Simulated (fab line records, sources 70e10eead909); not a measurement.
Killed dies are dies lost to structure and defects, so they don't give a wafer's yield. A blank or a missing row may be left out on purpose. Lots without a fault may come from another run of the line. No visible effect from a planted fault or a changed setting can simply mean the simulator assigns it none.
fab line records	flow nandHarc
record lots=5	wafers=15	lastDay=33
route steps=1302 shown P_BONDPAD@363 A_ZERO_WELL@390 END@1302
lots untouched by any fault: they come from a run of this same line in which no faults occurred
startH: start of the lot's first displayed wafer, in hours after the record's first day	waitH: hours elapsed since this lot's preceding step	" repeats the value in the row above	L1.1+2: one row covering several wafers at once	- either no value or no given start	* or withheld: withheld	< > ~ a bound
route shown NAME@n: NAME is a module with steps in the file, n the number in the route of the first one	usual: average and standard deviation across the fault-free wafers	same: alike in all rows	chamber/n: place in a boat	sites: each site's reading	_std_site: the standard deviation of these	_edge_site: inner sites' mean taken away from outer sites' mean	radiusMm: how far each site lies from the wafer's centre	mask NAME#n: copy n	behind: the most recent tool/chamber to have shaped the wafer	hold: what put the lot on hold/how long, in hours/how the hold closed	device: transistor that didn't switch, given as n, p or np	end of line: tests run on the same wafers once the route is complete	a step given without rows: its recipe and nothing more	killed: not the wafer's yield, but the dies lost to structure and defects at the first sort	map: a wafer's dies, marking killed ones x, the rest . and places with no die _
set.NAME: the setting the step ran with; set.NAME@STEP: the setting that earlier step ran with	model.NAME: the simulator's own value behind a step, which no gauge read
certain route steps with their lots: each step a table, each wafer a row
services: a tool's chamber out of use, with start hour (startH, from the record's first day; less than 0 if before it), hours out, and reason
## steps
# step NHARC_P_BONDPAD_DEVELOP_08
# recipe timeS=50	devTempC=22
# step NHARC_P_BONDPAD_CD_MEAS_09
# recipe targetCdNm=500	landingEnergyEv=500
# usual cdNm=500.0/1.5
lot.wafer	tool	chamber	startH	waitH	cdNm
L929.1	cdSem-01	0	160.54	-	501.4
L929.2	"	0	"	"	500.2
L929.6	"	0	"	"	500.8
L935.1	cdSem-02	0	228.75	-	498.6
L935.3	"	0	"	"	496.8
L935.4	"	0	"	"	497.6
L938.1	cdSem-03	0	255.12	-	499.9
L938.3	"	0	"	"	501.0
L938.4	"	0	"	"	499.1
L945.1	cdSem-03	0	325.01	-	502.1
L945.5	"	0	"	"	501.4
L945.6	"	0	"	"	500.8
L946.1	cdSem-03	0	335.80	-	501.3
L946.3	"	0	"	"	499.9
L946.6	"	0	"	"	502.4
# step NHARC_P_BONDPAD_OVL_MEAS_38
# usual overlayXNm=2/5.6	overlayYNm=-1/4.6
lot.wafer	tool	chamber	startH	waitH	overlayXNm	overlayYNm
L929.1	overlay-01	-	160.63	-	-12	-3
L929.2	"	-	"	"	-12	-3
L929.6	"	-	"	"	-12	-3
L935.1	overlay-02	-	228.84	-	1	2
L935.3	"	-	"	"	0	2
L935.4	"	-	"	"	0	2
L938.1	overlay-02	-	255.21	-	-5	9
L938.3	"	-	"	"	-5	9
L938.4	"	-	"	"	-5	9
L945.1	overlay-02	-	325.10	-	7	3
L945.5	"	-	"	"	6	3
L945.6	"	-	"	"	6	3
L946.1	overlay-02	-	335.88	-	-4	0
L946.3	"	-	"	"	-4	1
L946.6	"	-	"	"	-4	1
# step NHARC_P_BONDPAD_HARDBAKE_10
# recipe tempC=118	timeS=65
# step NHARC_P_BONDPAD_DESCUM_11
# recipe timeS=3	o2FlowSccm=200	arFlowSccm=0	biasPowerW=0	chemistry=O2
# usual drypumpMotorCurrentA=5.7/0.41	oesProductAu=1.000/0.0077	rfVppV=57.7/0.93	showerheadPlenumPTorr=1.88/0.059	throttleValvePct=11.311/0.0099
lot.wafer	tool	chamber	startH	waitH	drypumpMotorCurrentA	oesProductAu	rfHoursCounterH	rfVppV	showerheadPlenumPTorr	throttleValvePct
L929.2	rieDiel-13	2	160.76	-	5.5	1.015	7.8	58.7	1.83	11.319
L929.1	"	0	"	"	5.6	0.999	8.9	58.5	1.86	11.302
L929.6	"	3	"	"	5.9	1.016	-	58.3	1.91	11.303
L935.1	rieDiel-11	3	228.97	-	5.4	1.011	5.1	57.9	1.89	11.301
L935.3	"	0	"	"	5.8	1.000	4.9	57.2	1.81	11.297
L935.4	"	1	"	"	6.1	0.995	4.6	55.9	1.83	11.308
L938.1	rieDiel-08	1	255.34	-	5.1	1.003	2.5	57.6	1.87	11.305
L938.4	"	2	"	"	5.2	0.992	2.6	58.1	1.91	11.309
L938.3	"	3	"	"	5.7	1.004	3.0	59.3	1.98	11.317
L945.1	rieDiel-08	3	325.23	-	5.7	1.003	7.7	59.0	1.98	11.325
L945.5	"	2	"	"	5.3	0.994	-	57.9	1.91	11.317
L945.6	"	3	"	"	5.7	0.999	-	59.2	1.98	11.297
L946.1	rieDiel-13	2	336.02	-	5.5	0.998	9.5	58.0	1.83	11.306
L946.3	"	3	"	"	5.9	0.997	9.9	56.1	1.90	11.309
L946.6	"	2	"	"	5.5	0.998	-	57.4	1.83	11.326
# step NHARC_P_BONDPAD_ETCH_37
# recipe targetDepthA=600	overetchA=180	timeS=65.91	ionEnergyEv=200	n2FlowSccm=150	h2FlowSccm=150	arFlowSccm=0	rfW=400	biasW=150	chemistry=N2/H2
# step NHARC_P_BONDPAD_ETCH_12
# recipe targetDepthA=2000	timeS=100	chf3FlowSccm=50	o2FlowSccm=10	arFlowSccm=200	rfW=500	biasW=200	chemistry=CHF3/O2
# step NHARC_P_BONDPAD_CD_MEAS_13
# usual cdNm=499.5/1.6
lot.wafer	tool	chamber	startH	waitH	cdNm
L929.1	cdSem-02	-	161.07	-	501.5
L929.2	"	-	"	"	500.4
L929.6	"	-	"	"	500.7
L935.1	cdSem-02	-	229.28	-	498.1
L935.3	"	-	"	"	496.2
L935.4	"	-	"	"	497.1
L938.1	cdSem-02	-	255.65	-	498.9
L938.3	"	-	"	"	499.5
L938.4	"	-	"	"	497.5
L945.1	cdSem-03	-	325.53	-	501.3
L945.5	"	-	"	"	500.6
L945.6	"	-	"	"	500.3
L946.1	cdSem-03	-	336.32	-	500.8
L946.3	"	-	"	"	499.9
L946.6	"	-	"	"	502.6
# step NHARC_P_BONDPAD_STRIP_15
# recipe o2FlowSccm=500	arFlowSccm=0	biasW=0	chemistry=O2
# usual drypumpMotorCurrentA=5.7/0.41	oesProductAu=0.999/0.0076	rfVppV=57.7/0.87	showerheadPlenumPTorr=3.48/0.1	throttleValvePct=17.036/0.0091
# same biasW=0
lot.wafer	tool	chamber	startH	waitH	drypumpMotorCurrentA	oesProductAu	rfHoursCounterH	rfVppV	showerheadPlenumPTorr	throttleValvePct
L929.2	rieDiel-08	3	161.16	0.1	5.7	0.997	9.2	58.5	3.64	17.038
L929.1	"	1	"	"	5.1	0.991	7.1	57.9	3.45	17.050
L929.6	"	2	"	"	5.3	0.993	-	58.8	3.52	17.057
L935.4	rieDiel-08	1	229.35	0.1	5.1	0.996	1.5	57.5	3.45	17.031
L935.3	"	3	"	"	5.7	0.997	1.4	59.6	3.64	17.035
L935.1	"	0	"	"	6.0	1.006	1.5	58.1	3.51	17.036
L938.3	rieDiel-13	0	255.74	0.1	5.6	1.004	3.2	56.3	3.43	17.034
L938.1	"	1	"	"	6.7	1.000	4.3	59.0	3.66	17.036
L938.4	"	2	"	"	5.5	1.006	4.6	57.9	3.39	17.026
L945.1	rieDiel-11	3	325.64	0.1	5.4	1.003	1.4	59.1	3.49	17.040
L945.6	"	1	"	"	6.1	0.988	-	57.0	3.38	17.023
L945.5	"	2	"	"	5.4	1.019	-	57.4	3.34	17.048
L946.3	rieDiel-11	2	336.41	0.1	5.4	1.010	1.8	57.0	3.34	17.037
L946.1	"	3	"	"	5.4	1.016	1.7	58.3	3.49	17.049
L946.6	"	2	"	"	5.4	1.011	-	56.5	3.34	17.028
# step NHARC_P_BONDPAD_ETCH_24
# recipe targetDepthA=300	overEtchFrac=0.3	timeS=72.99	ionEnergyEv=150	cf4FlowSccm=50	n2FlowSccm=100	arFlowSccm=150	rfW=300	biasW=100	chemistry=CF4/N2
# step NHARC_P_BONDPAD_STRIP_16
# recipe timeS=600	tempC=30	chemistry=postEtchResidueRemover
# step NHARC_P_BONDPAD_DEGAS_25
# recipe tempC=300	timeS=60
# usual heaterPowerW=480/43
lot.wafer	tool	chamber	startH	waitH	heaterPowerW
L929.2	pvdSputter-01	-	161.69	-	551
L929.1	"	-	"	"	477
L929.6	"	-	"	"	545
L935.1	pvdSputter-01	-	229.91	-	452
L935.3	"	-	"	"	488
L935.4	"	-	"	"	550
L938.4	pvdSputter-03	-	256.28	-	425
L938.1	"	-	"	"	555
L938.3	"	-	"	"	490
L945.1	pvdSputter-01	-	326.18	-	515
L945.5	"	-	"	"	464
L945.6	"	-	"	"	455
L946.1	pvdSputter-03	-	336.94	-	414
L946.3	"	-	"	"	557
L946.6	"	-	"	"	425
# step NHARC_P_BONDPAD_PRE_CLEAN_26
# recipe timeS=30	tempC=280	gas=H2/He
# usual heaterPowerW=423/38
lot.wafer	tool	chamber	startH	waitH	heaterPowerW
L929.1	pvdSputter-01	-	161.75	-	417
L929.2	"	-	"	"	401
L929.6	"	-	"	"	402
L935.1	pvdSputter-01	-	229.96	-	404
L935.3	"	-	"	"	475
L935.4	"	-	"	"	412
L938.1	pvdSputter-03	-	256.33	-	455
L938.3	"	-	"	"	383
L938.4	"	-	"	"	492
L945.1	pvdSputter-01	-	326.21	-	470
L945.6	"	-	"	"	469
L945.5	"	-	"	"	394
L946.1	pvdSputter-03	-	337.01	-	375
L946.3	"	-	"	"	365
L946.6	"	-	"	"	378
# step NHARC_P_BONDPAD_PVD_17
# recipe targetThkA=50	biasV=168.6	powerW=15000	chamberPressurePa=0.12	timeS=8.06	substrateTempC=50	material=TaN
# step NHARC_P_BONDPAD_PVD_27
# recipe targetThkA=300	chamberPressurePa=5	powerW=5000	substrateTempC=30	timeS=20.49	material=Cu
# usual throttleValvePct=29.9/1.1
lot.wafer	tool	chamber	startH	waitH	throttleValvePct
L929.1	pvdSputter-01	-	-	-	29.2
L929.2	"	-	"	"	31.1
L929.6	"	-	"	"	28.7
L935.3	pvdSputter-01	-	-	-	30.9
L935.4	"	-	"	"	32.1
L935.1	"	-	"	"	29.0
L938.4	pvdSputter-03	-	-	-	29.9
L938.1	"	-	"	"	30.0
L938.3	"	-	"	"	30.0
L945.1	pvdSputter-01	-	-	-	31.5
L945.5	"	-	"	"	31.5
L945.6	"	-	"	"	29.7
L946.3	pvdSputter-03	-	-	-	29.9
L946.1	"	-	"	"	30.2
L946.6	"	-	"	"	30.1
# step NHARC_P_BONDPAD_ECD_18
# recipe targetThkA=4000	bathTempC=25	material=Cu
# step NHARC_P_BONDPAD_ANNEAL_28
# recipe tempC=225	timeS=90
# step NHARC_P_BONDPAD_CMP_19
# recipe tOverpolishS=30	cuRecessTouchS=16	targetThkNm=160.81
# usual motorCurrentA=12.0/1.3	overpolishRunS=30.001/0.0097
lot.wafer	tool	chamber	startH	waitH	motorCurrentA	overpolishRunS
L929.2	cmp-04	3	162.83	-	11.3	30.001
L929.1	"	0	"	"	12.9	30.001
L929.6	"	2	"	"	14.8	30.010
L935.3	cmp-04	1	230.99	-	12.2	30.002
L935.4	"	2	"	"	14.7	29.992
L935.1	"	0	"	"	13.6	29.995
L938.3	cmp-02	2	257.39	-	10.5	29.993
L938.4	"	3	"	"	12.7	30.001
L938.1	"	0	"	"	12.8	29.996
L945.1	cmp-02	2	327.27	-	10.8	29.997
L945.6	"	1	"	"	12.0	30.015
L945.5	"	2	"	"	10.9	30.004
L946.1	cmp-04	1	338.02	-	12.3	30.002
L946.3	"	2	"	"	13.3	29.995
L946.6	"	1	"	"	12.6	30.006
# step NHARC_P_BONDPAD_THK_MEAS_20
# recipe thkMeasGauge=xrf
# usual thkNm=160.4/1.3
lot.wafer	tool	chamber	startH	waitH	thkNm
L929.1	filmMetro-02	-	163.09	-	161.8
L929.2	"	-	"	"	162.4
L929.6	"	-	"	"	160.7
L935.1	filmMetro-02	-	231.32	-	158.5
L935.3	"	-	"	"	158.3
L935.4	"	-	"	"	158.3
L938.1	filmMetro-02	-	257.69	-	161.5
L938.3	"	-	"	"	160.4
L938.4	"	-	"	"	160.1
L945.1	filmMetro-01	-	327.56	-	158.3
L945.5	"	-	"	"	158.8
L945.6	"	-	"	"	160.4
L946.1	filmMetro-02	-	338.34	-	161.3
L946.3	"	-	"	"	160.4
L946.6	"	-	"	"	159.1
# step NHARC_P_BONDPAD_SRD_21
# recipe timeS=30	tempC=23	dryTimeS=20	spinRpm=1500
# step NHARC_P_BONDPAD_ACTIVATE_29
# recipe timeS=60	n2FlowSccm=200	arFlowSccm=0	biasPowerW=0	chemistry=N2
# step NHARC_P_BONDPAD_PRECLEAN_30
# recipe timeS=300	tempC=23	chemistry=DIW
# step NHARC_P_BONDPAD_SRD_31
# recipe timeS=30	tempC=23	dryTimeS=20	spinRpm=1500
# step NHARC_A_ZERO_WELL_PRECLEAN_00
# recipe timeS=600	tempC=120	chemistry=SPM
# step NHARC_A_ZERO_WELL_SRD_01
# step NHARC_A_ZERO_WELL_DEHYDRATE_02
# recipe tempC=150	timeS=120
# step NHARC_A_ZERO_WELL_HMDS_03
# recipe timeS=30
# step NHARC_A_ZERO_WELL_COAT_18
# recipe tempC=200	timeS=65
# step NHARC_A_ZERO_WELL_COAT_04
# recipe spinRpm=2000	resistThkNm=600
# step NHARC_A_ZERO_WELL_SOFTBAKE_05
# recipe tempC=125	timeS=70
# step NHARC_A_ZERO_WELL_EBR_06
# step NHARC_A_ZERO_WELL_EXPOSE_07
# recipe na=0.55	doseMj=33.85	maskId=A_ZERO
# step NHARC_A_ZERO_WELL_PEB_08
# recipe pebTempC=128	pebTimeS=80
# step NHARC_A_ZERO_WELL_DEVELOP_09
# recipe timeS=50	devTempC=22
# step NHARC_A_ZERO_WELL_CD_MEAS_10
# recipe targetCdNm=2000	landingEnergyEv=500
# usual cdNm=2000.1/1.3
lot.wafer	tool	chamber	startH	waitH	cdNm
L929.1	cdSem-03	0	164.48	-	2000.8
L929.2	"	0	"	"	2000.7
L929.6	"	0	"	"	1999.1
L935.1	cdSem-03	0	232.71	-	1999.3
L935.3	"	0	"	"	1999.7
L935.4	"	0	"	"	2001.2
L938.1	cdSem-03	0	259.08	-	1997.8
L938.3	"	0	"	"	1999.3
L938.4	"	0	"	"	1999.4
L945.1	cdSem-02	0	329.17	-	1999.6
L945.5	"	0	"	"	1998.1
L945.6	"	0	"	"	2000.3
L946.1	cdSem-01	0	339.87	-	2002.4
L946.3	"	0	"	"	2001.2
L946.6	"	0	"	"	2000.3
# step NHARC_A_ZERO_WELL_HARDBAKE_11
# recipe tempC=118	timeS=65
# step NHARC_A_ZERO_WELL_DESCUM_12
# recipe timeS=3	o2FlowSccm=200	arFlowSccm=0	biasPowerW=0	chemistry=O2
# step NHARC_A_ZERO_WELL_ETCH_19
# recipe targetDepthA=800	overetchA=240	timeS=87.88	ionEnergyEv=200	n2FlowSccm=150	h2FlowSccm=150	arFlowSccm=0	rfW=400	biasW=150	chemistry=N2/H2
# step NHARC_END_SORT_01
# recipe tempC=25
# usual defectLimitedYield=90.7/2.6	killedAtArray=59/17	killedAtOther=0.7/0.9	killedAtPeriphery=3.6/2.3	killedDies=63/18	killedOpen=3.4/1.9	killedShort=2.6/1.7
# same grossDies=677
lot.wafer	tool	chamber	startH	waitH	defectLimitedYield[%]	killedAtArray	killedAtOther	killedAtPeriphery	killedDies	killedOpen	killedShort
L929.1	prober-01	0	585.12	2.5	92.8	48	0	1	49	0	5
L929.2	prober-01	0	585.93	2.8	91.3	56	0	3	59	3	4
L929.6	prober-01	0	589.18	4.1	93.4	39	0	6	45	3	3
L935.1	prober-02	0	652.20	2.5	93.2	38	1	7	46	5	3
L935.3	prober-02	0	653.78	3.1	94.7	29	1	6	36	4	1
L935.4	prober-02	0	654.57	3.4	94.2	32	1	6	39	4	1
L938.1	prober-01	0	690.49	2.5	88.9	69	2	4	75	1	3
L938.3	prober-01	0	692.10	3.1	90.5	54	2	8	64	2	2
L938.4	prober-01	0	692.91	3.4	77.3	72	1	81	154	3	0
L945.1	prober-02	0	744.42	2.5	88.8	66	1	9	76	3	4
L945.5	prober-02	0	747.61	3.7	90.7	55	1	7	63	5	3
L945.6	prober-02	0	748.41	4.0	91.6	48	1	8	57	2	1
L946.1	prober-02	0	783.45	2.5	93.8	41	0	1	42	4	5
L946.3	prober-02	0	785.03	3.1	95.3	28	2	2	32	3	1
L946.6	prober-02	0	787.40	3.9	93.8	41	0	1	42	2	3
# killed by level:class
L929.1 A_CHANNEL_HOLE_D2:chamberFilmFlake=31 A_CHANNEL_HOLE_D1:chamberFilmFlake=3 A_CHANNEL_FILL_D1:chamberFilmFlake=3 A_CHANNEL_FILL_D1:geometricParticle:short=2 A_STAIRCASE:chamberFilmFlake=2 A_CONTACT:chamberFilmFlake=2 A_DECK1_JOINT:geometricParticle:short=1 A_ONON_D2:geometricParticle:short=1
L929.2 A_CHANNEL_HOLE_D2:chamberFilmFlake=36 A_CHANNEL_HOLE_D1:chamberFilmFlake=7 A_ONON_D1:geometricParticle:short=2 A_ONON_D2:geometricParticle:short=2 P_STI:chamberFilmFlake=2 A_CHANNEL_FILL_D1:chamberFilmFlake=2 P_M1:geometricParticle:open=1 A_CHANNEL_HOLE_D1:geometricParticle:open=1
L929.6 A_CHANNEL_HOLE_D2:chamberFilmFlake=26 P_STI:chamberFilmFlake=4 A_CHANNEL_FILL_D1:chamberFilmFlake=2 A_WL_FILL:chamberFilmFlake=2 A_CONTACT:chamberFilmFlake=2 P_M0:geometricParticle:open=1 A_ONON_D1:geometricParticle:open=1 A_CHANNEL_HOLE_D1:geometricParticle:short=1
L935.1 A_CHANNEL_HOLE_D2:chamberFilmFlake=15 A_CHANNEL_HOLE_D1:chamberFilmFlake=6 A_ONON_D2:geometricParticle:open=3 P_GATE:chamberFilmFlake=3 A_STAIRCASE:chamberFilmFlake=3 A_CONTACT:chamberFilmFlake=3 A_CHANNEL_FILL_D2:geometricParticle:short=2 A_WL_FILL:chamberFilmFlake=2
L935.3 A_CHANNEL_HOLE_D2:chamberFilmFlake=12 A_CHANNEL_HOLE_D1:chamberFilmFlake=6 A_CONTACT:geometricParticle:open=2 P_STI:chamberFilmFlake=2 P_CONTACT:chamberFilmFlake=2 A_STAIRCASE:chamberFilmFlake=2 A_WL_FILL:chamberFilmFlake=2 P_M0:geometricParticle:open=1
L935.4 A_CHANNEL_HOLE_D2:chamberFilmFlake=13 A_CHANNEL_HOLE_D1:chamberFilmFlake=5 P_ZERO_WELL:chamberFilmFlake=3 A_STAIRCASE:chamberFilmFlake=3 A_SLIT:chamberFilmFlake=2 A_WL_FILL:chamberFilmFlake=2 A_CONTACT:chamberFilmFlake=2 P_GATE:geometricParticle:open=1
L938.1 A_SLIT:chamberFilmFlake=27 A_CHANNEL_HOLE_D2:chamberFilmFlake=19 A_STAIRCASE:chamberFilmFlake=8 A_CONTACT:chamberFilmFlake=6 A_CHANNEL_HOLE_D1:chamberFilmFlake=4 P_M1:geometricParticle:short=2 THIN_TSV:chamberFilmFlake=2 A_CHANNEL_FILL_D2:geometricParticle:short=1
L938.3 A_SLIT:chamberFilmFlake=24 A_CHANNEL_HOLE_D2:chamberFilmFlake=14 A_STAIRCASE:chamberFilmFlake=6 P_M2:chamberFilmFlake=5 A_CHANNEL_HOLE_D1:chamberFilmFlake=4 A_CONTACT:chamberFilmFlake=3 THIN_TSV:chamberFilmFlake=2 P_GATE:geometricParticle:open=1
L938.4 P_BONDPAD:unspecified=77 A_SLIT:chamberFilmFlake=28 A_CHANNEL_HOLE_D2:chamberFilmFlake=12 A_STAIRCASE:chamberFilmFlake=11 A_CHANNEL_HOLE_D1:chamberFilmFlake=9 A_CONTACT:chamberFilmFlake=7 P_M2:chamberFilmFlake=3 A_CHANNEL_FILL_D2:chamberFilmFlake=2
L945.1 A_CHANNEL_HOLE_D2:chamberFilmFlake=33 A_CHANNEL_HOLE_D1:chamberFilmFlake=12 P_CONTACT:chamberFilmFlake=5 A_SLIT:chamberFilmFlake=5 P_GATE:chamberFilmFlake=3 A_DECK1_JOINT:chamberFilmFlake=3 A_ONON_D1:geometricParticle:short=2 A_ONON_D1:geometricParticle:open=2
L945.5 A_CHANNEL_HOLE_D2:chamberFilmFlake=22 A_CHANNEL_HOLE_D1:chamberFilmFlake=12 P_CONTACT:chamberFilmFlake=7 A_SLIT:chamberFilmFlake=5 A_WL_FILL:chamberFilmFlake=3 A_CHANNEL_HOLE_D2:geometricParticle:open=2 A_WL_FILL:geometricParticle:open=2 A_CONTACT:chamberFilmFlake=2
L945.6 A_CHANNEL_HOLE_D2:chamberFilmFlake=20 A_CHANNEL_HOLE_D1:chamberFilmFlake=11 A_SLIT:chamberFilmFlake=7 P_GATE:chamberFilmFlake=4 P_CONTACT:chamberFilmFlake=3 A_STAIRCASE:chamberFilmFlake=3 A_CONTACT:chamberFilmFlake=2 P_CONTACT:geometricParticle:short=1
L946.1 A_CHANNEL_HOLE_D1:chamberFilmFlake=15 A_SLIT:chamberFilmFlake=9 A_STAIRCASE:chamberFilmFlake=3 A_ONON_D1:geometricParticle:open=2 A_CHANNEL_FILL_D1:chamberFilmFlake=2 P_CONTACT:geometricParticle:open=1 A_ONON_D1:geometricParticle:short=1 A_ONON_D2:geometricParticle:short=1
L946.3 A_CHANNEL_HOLE_D1:chamberFilmFlake=12 A_SLIT:chamberFilmFlake=5 A_STAIRCASE:chamberFilmFlake=3 A_CHANNEL_FILL_D1:chamberFilmFlake=2 A_CHANNEL_HOLE_D2:chamberFilmFlake=2 P_CONTACT:geometricParticle:open=1 A_CHANNEL_FILL_D1:geometricParticle:open=1 A_CHANNEL_HOLE_D2:geometricParticle:short=1
L946.6 A_CHANNEL_HOLE_D1:chamberFilmFlake=16 A_SLIT:chamberFilmFlake=7 A_STAIRCASE:chamberFilmFlake=5 A_CHANNEL_FILL_D1:chamberFilmFlake=4 A_CHANNEL_FILL_D1:geometricParticle:short=2 A_DECK1_JOINT:geometricParticle:open=2 A_CHANNEL_HOLE_D2:chamberFilmFlake=2 A_CONTACT:chamberFilmFlake=2
# map L938.4 (x killed, . not)
____________.____________
_________......._________
_______...x......._______
______x............______
_____.x............._____
____.................____
____...x..x.......x.x____
___..x..........x.x..x___
___....xx.......x.....___
__x...............xxxx.__
__................xxx.x__
_......................._
_.x.x.........x........._
_.....x...x........x...._
_...........x..........._
_...xx.........x.x......_
............xxxxx........
...........xxxxxxxx......
.......x..x.xxxxxx.......
..........xxxxxxxxxx....x
............xxxxxx..x....
_..........xxxxxxxxx..x._
_.....x.....xxxxxx......_
_..x.x.....xxxxxxxx.x..._
_......xxx.xxxxxxx......_
_..x.xxxx...x.x.xxx....._
__..x.xx.......x..x....__
__..xxx.x.x............__
___x.xxxxx.x..........___
___.xxxx.x.x..........___
____xxxxxx...........____
____.xxx.............____
_____..............._____
______x............______
_______..........._______
_________......._________
____________.____________
# map L946.1 (x killed, . not)
____________.____________
_________......._________
_______..........x_______
______..xx...x.....______
_____.x............._____
____.................____
____.................____
___...................___
___...................___
__xx...................__
__....x................__
_......................._
_......................._
_......................._
_....x.....x............_
_.......x..............._
......x..................
.......xx..x.............
........xx...............
....x..x...x.............
.......xx................
_......................._
_................x......_
_......................._
_...................x..._
_......................._
__....xxx..............__
__....xx...............__
___..x..x.............___
___..x.xxx............___
____.x.x.............____
____.....x...........____
_____xxx............_____
______.............______
_______..........._______
_________....x.._________
____________.____________
## services
tool	chamber	startH	hours	kind
rieDiel-13	-	141.26	5.3	repair
rieDiel-08	0	145.30	-	clean
rieDiel-08	1	145.30	-	clean
rieDiel-08	2	145.30	-	clean
rieDiel-08	3	145.30	-	clean
pvdSputter-03	-	160.50	3.6	repair
rieDiel-13	-	165.00	9.0	pm
rieDiel-08	0	169.80	-	clean
rieDiel-08	1	169.80	-	clean
rieDiel-08	2	169.80	-	clean
pvdSputter-03	-	170.00	10.0	pm
rieDiel-08	0	179.80	2.6	repair
pvdSputter-03	-	181.10	6.1	repair
rieDiel-08	-	190.80	9.0	pm
cmp-04	-	209.14	4.0	pm
cmp-04	-	213.58	0.6	repair
cmp-02	-	232.50	4.0	pm
pvdSputter-01	-	234.74	10.0	pm
pvdSputter-01	-	247.48	7.4	repair
cmp-04	-	251.62	0.9	repair
rieDiel-11	-	255.50	9.0	pm
cmp-04	-	307.14	4.0	pm
cmp-02	-	330.50	4.0	pm
rieDiel-08	2	335.88	5.3	repair
## key
firstSign step=NHARC_END_SORT_01	reading=killedAtPeriphery	direction=up	sigmas=34	usual=3.6	struck=81
effect step=NHARC_END_SORT_01	reading=defectLimitedYield	direction=down	sigmas=5.2	usual=90.7	struck=77.3
moreKillsBornAt NHARC_P_BONDPAD_PRE_CLEAN_26@pvdSputter-03=77
metAt NHARC_P_BONDPAD_PRE_CLEAN_26
struckWafers L938.4
fault kind=chamberParticleSource	tool=pvdSputter-03	chamber=-	onsetH=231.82	steps=NHARC_P_BONDPAD_PRE_CLEAN_26	ratePerVisitCm2=0.60265	endH=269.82	scope=struckWafersOnly
